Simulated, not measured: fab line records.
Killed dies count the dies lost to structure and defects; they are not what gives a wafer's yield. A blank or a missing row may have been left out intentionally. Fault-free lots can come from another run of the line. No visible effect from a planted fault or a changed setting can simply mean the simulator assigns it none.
Matching of chambers || flow nand_harc || NHARC_P_M0_ETCH_34 on rie_diel-12: 4 sister chambers
The step etches the open film in N2/H2, target depth 40 nm, overetch 12 nm, time 43.94 s. 42 wafers are shown with their chamber, then 12 later ones without.

## EACH WAFER AND ITS CHAMBER
{"wafer": "L074.2", "chamber": 1, "showerhead_plenum_p_Torr (Torr)": 1.96, "drypump_motor_current_A (A)": 6.7, "rf_vpp_V (V)": 428.5}
{"wafer": "L074.5", "chamber": 0, "showerhead_plenum_p_Torr (Torr)": 2.03, "drypump_motor_current_A (A)": 6.6, "rf_vpp_V (V)": 430.3}
{"wafer": "L074.6", "chamber": 3, "showerhead_plenum_p_Torr (Torr)": 1.96, "drypump_motor_current_A (A)": 5.7, "rf_vpp_V (V)": 429.0}
{"wafer": "L075.2", "chamber": 3, "showerhead_plenum_p_Torr (Torr)": 1.96, "drypump_motor_current_A (A)": 5.8, "rf_vpp_V (V)": 428.8}
{"wafer": "L075.5", "chamber": 2, "showerhead_plenum_p_Torr (Torr)": 2.08, "drypump_motor_current_A (A)": 5.5, "rf_vpp_V (V)": 433.0}
{"wafer": "L075.6", "chamber": 3, "showerhead_plenum_p_Torr (Torr)": 1.96, "drypump_motor_current_A (A)": 5.8, "rf_vpp_V (V)": 429.0}
{"wafer": "L076.1", "chamber": 3, "showerhead_plenum_p_Torr (Torr)": 1.96, "drypump_motor_current_A (A)": 5.8, "rf_vpp_V (V)": 427.8}
{"wafer": "L076.2", "chamber": 2, "showerhead_plenum_p_Torr (Torr)": 2.08, "drypump_motor_current_A (A)": 5.5, "rf_vpp_V (V)": 431.8}
{"wafer": "L076.6", "chamber": 2, "showerhead_plenum_p_Torr (Torr)": 2.08, "drypump_motor_current_A (A)": 5.5, "rf_vpp_V (V)": 431.6}
{"wafer": "L077.1", "chamber": 3, "showerhead_plenum_p_Torr (Torr)": 1.96, "drypump_motor_current_A (A)": 5.8, "rf_vpp_V (V)": 429.3}
{"wafer": "L077.3", "chamber": 1, "showerhead_plenum_p_Torr (Torr)": 1.96, "drypump_motor_current_A (A)": 6.7, "rf_vpp_V (V)": 427.8}
{"wafer": "L077.5", "chamber": 2, "showerhead_plenum_p_Torr (Torr)": 2.08, "drypump_motor_current_A (A)": 5.5, "rf_vpp_V (V)": 432.4}
{"wafer": "L078.2", "chamber": 1, "showerhead_plenum_p_Torr (Torr)": 1.96, "drypump_motor_current_A (A)": 6.7, "rf_vpp_V (V)": 428.7}
{"wafer": "L078.3", "chamber": 0, "showerhead_plenum_p_Torr (Torr)": 2.03, "drypump_motor_current_A (A)": 6.6, "rf_vpp_V (V)": 430.2}
{"wafer": "L078.4", "chamber": 2, "showerhead_plenum_p_Torr (Torr)": 2.08, "drypump_motor_current_A (A)": 5.6, "rf_vpp_V (V)": 429.8}
{"wafer": "L079.2", "chamber": 1, "showerhead_plenum_p_Torr (Torr)": 1.96, "drypump_motor_current_A (A)": 6.7, "rf_vpp_V (V)": 429.0}
{"wafer": "L079.3", "chamber": 0, "showerhead_plenum_p_Torr (Torr)": 2.03, "drypump_motor_current_A (A)": 6.6, "rf_vpp_V (V)": 431.6}
{"wafer": "L079.4", "chamber": 3, "showerhead_plenum_p_Torr (Torr)": 1.96, "drypump_motor_current_A (A)": 5.8, "rf_vpp_V (V)": 428.6}
{"wafer": "L081.4", "chamber": 2, "showerhead_plenum_p_Torr (Torr)": 2.08, "drypump_motor_current_A (A)": 5.6, "rf_vpp_V (V)": 429.8}
{"wafer": "L081.5", "chamber": 3, "showerhead_plenum_p_Torr (Torr)": 1.96, "drypump_motor_current_A (A)": 5.8, "rf_vpp_V (V)": 428.8}
{"wafer": "L081.6", "chamber": 2, "showerhead_plenum_p_Torr (Torr)": 2.08, "drypump_motor_current_A (A)": 5.5, "rf_vpp_V (V)": 430.5}
{"wafer": "L083.2", "chamber": 0, "showerhead_plenum_p_Torr (Torr)": 2.03, "drypump_motor_current_A (A)": 6.7, "rf_vpp_V (V)": 429.8}
{"wafer": "L083.3", "chamber": 1, "showerhead_plenum_p_Torr (Torr)": 1.95, "drypump_motor_current_A (A)": 6.7, "rf_vpp_V (V)": 427.7}
{"wafer": "L083.6", "chamber": 1, "showerhead_plenum_p_Torr (Torr)": 1.95, "drypump_motor_current_A (A)": 6.7, "rf_vpp_V (V)": 427.5}
{"wafer": "L082.1", "chamber": 3, "showerhead_plenum_p_Torr (Torr)": 1.96, "drypump_motor_current_A (A)": 5.8, "rf_vpp_V (V)": 428.4}
{"wafer": "L082.2", "chamber": 0, "showerhead_plenum_p_Torr (Torr)": 2.03, "drypump_motor_current_A (A)": 6.7, "rf_vpp_V (V)": 431.3}
{"wafer": "L082.4", "chamber": 1, "showerhead_plenum_p_Torr (Torr)": 1.95, "drypump_motor_current_A (A)": 6.7, "rf_vpp_V (V)": 427.8}
{"wafer": "L084.2", "chamber": 2, "showerhead_plenum_p_Torr (Torr)": 2.07, "drypump_motor_current_A (A)": 5.6, "rf_vpp_V (V)": 432.2}
{"wafer": "L084.4", "chamber": 0, "showerhead_plenum_p_Torr (Torr)": 2.03, "drypump_motor_current_A (A)": 6.6, "rf_vpp_V (V)": 430.6}
{"wafer": "L084.5", "chamber": 2, "showerhead_plenum_p_Torr (Torr)": 2.07, "drypump_motor_current_A (A)": 5.6, "rf_vpp_V (V)": 430.4}
{"wafer": "L085.1", "chamber": 2, "showerhead_plenum_p_Torr (Torr)": 2.07, "drypump_motor_current_A (A)": 5.5, "rf_vpp_V (V)": 431.4}
{"wafer": "L085.3", "chamber": 1, "showerhead_plenum_p_Torr (Torr)": 1.95, "drypump_motor_current_A (A)": 6.7, "rf_vpp_V (V)": 429.0}
{"wafer": "L085.6", "chamber": 3, "showerhead_plenum_p_Torr (Torr)": 1.96, "drypump_motor_current_A (A)": 5.8, "rf_vpp_V (V)": 428.9}
{"wafer": "L086.2", "chamber": 3, "showerhead_plenum_p_Torr (Torr)": 1.96, "drypump_motor_current_A (A)": 5.8, "rf_vpp_V (V)": 429.7}
{"wafer": "L086.4", "chamber": 2, "showerhead_plenum_p_Torr (Torr)": 2.07, "drypump_motor_current_A (A)": 5.5, "rf_vpp_V (V)": 431.2}
{"wafer": "L086.5", "chamber": 1, "showerhead_plenum_p_Torr (Torr)": 1.95, "drypump_motor_current_A (A)": 6.7, "rf_vpp_V (V)": 429.2}
{"wafer": "L087.1", "chamber": 1, "showerhead_plenum_p_Torr (Torr)": 1.95, "drypump_motor_current_A (A)": 6.8, "rf_vpp_V (V)": 428.4}
{"wafer": "L087.3", "chamber": 2, "showerhead_plenum_p_Torr (Torr)": 2.07, "drypump_motor_current_A (A)": 5.6, "rf_vpp_V (V)": 431.2}
{"wafer": "L087.4", "chamber": 3, "showerhead_plenum_p_Torr (Torr)": 1.96, "drypump_motor_current_A (A)": 5.8, "rf_vpp_V (V)": 428.4}
{"wafer": "L090.1", "chamber": 1, "showerhead_plenum_p_Torr (Torr)": 1.95, "drypump_motor_current_A (A)": 6.7, "rf_vpp_V (V)": 429.1}
{"wafer": "L090.4", "chamber": 2, "showerhead_plenum_p_Torr (Torr)": 2.07, "drypump_motor_current_A (A)": 5.5, "rf_vpp_V (V)": 430.8}
{"wafer": "L090.6", "chamber": 2, "showerhead_plenum_p_Torr (Torr)": 2.07, "drypump_motor_current_A (A)": 5.5, "rf_vpp_V (V)": 431.8}

SIGNATURES (means of the wafers above)
{"reading": "showerhead_plenum_p_Torr", "chamber 0": 2.0300, "chamber 1": 1.9536, "chamber 2": 2.0750, "chamber 3": 1.9600, "scatter within a chamber": 0.00399}
{"reading": "drypump_motor_current_A", "chamber 0": 6.633, "chamber 1": 6.709, "chamber 2": 5.536, "chamber 3": 5.791, "scatter within a chamber": 0.0409}
{"reading": "rf_vpp_V", "chamber 0": 430.633, "chamber 1": 428.427, "chamber 2": 431.279, "chamber 3": 428.791, "scatter within a chamber": 0.736}
Rule: a wafer lies at a distance from a chamber equal to the root of the sum of squares, over the readings, of (its reading less the chamber's mean, divided by the reading's scatter). If the next closest chamber is less than 2 further off than the closest, the wafer can't be placed; otherwise it belongs to the closest. The scatter: the root of (the sum of the squares of (reading less its chamber's mean) over the shown wafers, divided by (wafers less chambers)).

## WAFERS WITHOUT THEIR CHAMBER
{"wafer": "L091.2", "showerhead_plenum_p_Torr (Torr)": 2.07, "drypump_motor_current_A (A)": 5.5, "rf_vpp_V (V)": 432.3}
{"wafer": "L091.3", "showerhead_plenum_p_Torr (Torr)": 2.02, "drypump_motor_current_A (A)": 6.7, "rf_vpp_V (V)": 429.6}
{"wafer": "L091.6", "showerhead_plenum_p_Torr (Torr)": 2.02, "drypump_motor_current_A (A)": 6.6, "rf_vpp_V (V)": 430.7}
{"wafer": "L092.2", "showerhead_plenum_p_Torr (Torr)": 2.02, "drypump_motor_current_A (A)": 6.6, "rf_vpp_V (V)": 428.4}
{"wafer": "L092.4", "showerhead_plenum_p_Torr (Torr)": 1.95, "drypump_motor_current_A (A)": 5.8, "rf_vpp_V (V)": 428.6}
{"wafer": "L092.5", "showerhead_plenum_p_Torr (Torr)": 2.02, "drypump_motor_current_A (A)": 6.6, "rf_vpp_V (V)": 431.2}
{"wafer": "L094.1", "showerhead_plenum_p_Torr (Torr)": 2.07, "drypump_motor_current_A (A)": 5.5, "rf_vpp_V (V)": 432.1}
{"wafer": "L094.4", "showerhead_plenum_p_Torr (Torr)": 1.95, "drypump_motor_current_A (A)": 5.8, "rf_vpp_V (V)": 428.9}
{"wafer": "L094.6", "showerhead_plenum_p_Torr (Torr)": 1.95, "drypump_motor_current_A (A)": 6.7, "rf_vpp_V (V)": 427.7}
{"wafer": "L096.1", "showerhead_plenum_p_Torr (Torr)": 2.02, "drypump_motor_current_A (A)": 6.6, "rf_vpp_V (V)": 429.3}
{"wafer": "L096.4", "showerhead_plenum_p_Torr (Torr)": 2.07, "drypump_motor_current_A (A)": 5.5, "rf_vpp_V (V)": 430.4}
{"wafer": "L096.6", "showerhead_plenum_p_Torr (Torr)": 1.95, "drypump_motor_current_A (A)": 5.8, "rf_vpp_V (V)": 428.3}

## EACH ONE'S CHAMBER
{"wafer": "L091.2", "from the rows above": 2, "in truth": 2}
{"wafer": "L091.3", "from the rows above": 0, "in truth": 0}
{"wafer": "L091.6", "from the rows above": 0, "in truth": 0}
{"wafer": "L092.2", "from the rows above": 0, "in truth": 0}
{"wafer": "L092.4", "from the rows above": 3, "in truth": 3}
{"wafer": "L092.5", "from the rows above": 0, "in truth": 0}
{"wafer": "L094.1", "from the rows above": 2, "in truth": 2}
{"wafer": "L094.4", "from the rows above": 3, "in truth": 3}
{"wafer": "L094.6", "from the rows above": 1, "in truth": 1}
{"wafer": "L096.1", "from the rows above": 0, "in truth": 0}
{"wafer": "L096.4", "from the rows above": 2, "in truth": 2}
{"wafer": "L096.6", "from the rows above": 3, "in truth": 3}
Correctly placed: 12 of 12. Can't be placed from these rows: 0. 0 placed wrongly.
